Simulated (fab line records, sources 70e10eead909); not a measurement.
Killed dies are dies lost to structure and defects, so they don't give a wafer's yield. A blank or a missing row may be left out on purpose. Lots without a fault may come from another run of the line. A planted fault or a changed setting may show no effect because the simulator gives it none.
Chamber matching | flow nand_harc | NHARC_A_BLC_CMP_25 on cmp-01: 4 sister chambers
The step polishes, t overpolish 30 s, target thk 150 nm. 8 wafers are shown with their chamber, then 8 later ones without.

WAFERS WITH THEIR CHAMBER
wafer  | chamber | motor_current_A (A) | overpolish_run_s (s)
L075.1 | 2       | 10.8                | 30.004
L080.4 | 0       | 11.3                | 30.003
L085.5 | 1       | 10.2                | 30.003
L085.6 | 0       | 11.7                | 29.995
L086.1 | 3       | 10.1                | 30.008
L086.4 | 2       | 10.7                | 30.002
L086.5 | 3       | 10.1                | 30.004
L088.1 | 1       | 10.2                | 29.992

WAFERS WITHOUT THEIR CHAMBER
wafer  | motor_current_A (A) | overpolish_run_s (s)
L088.3 | 11.8                | 29.985
L088.4 | 11.2                | 30.000
L094.3 | 11.6                | 29.996
L094.4 | 10.3                | 30.001
L094.5 | 11.3                | 30.002
L097.1 | 10.5                | 29.991
L097.4 | 10.0                | 29.989
L097.5 | 11.4                | 29.984

WHICH CHAMBER EACH WENT THROUGH
wafer  | from the rows above          | in truth
L088.3 | 0                            | 0
L088.4 | can't be placed: 0 or 2      | 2
L094.3 | 0                            | 0
L094.4 | can't be placed: 1 or 3      | 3
L094.5 | 0                            | 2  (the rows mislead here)
L097.1 | can't be placed: 1 or 2 or 3 | 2
L097.4 | can't be placed: 1 or 3      | 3
L097.5 | 0                            | 0
Placed correctly: 3 of 8. Can't be placed from these rows: 4 (the true chamber is among the candidates in 4). Placed wrongly: 1.
How it was worked out, from the rows above alone: a wafer's distance from a chamber is the root of the sum, over the readings, of the square of ((its reading less the chamber's mean) divided by the reading's scatter). The wafer belongs to the nearest chamber; if the next one is less than 2 further off, it can't be placed. A chamber's mean is the mean of its shown wafers. The scatter: the root of (the sum of the squares of (reading less its chamber's mean) over the shown wafers, divided by (wafers less chambers)).
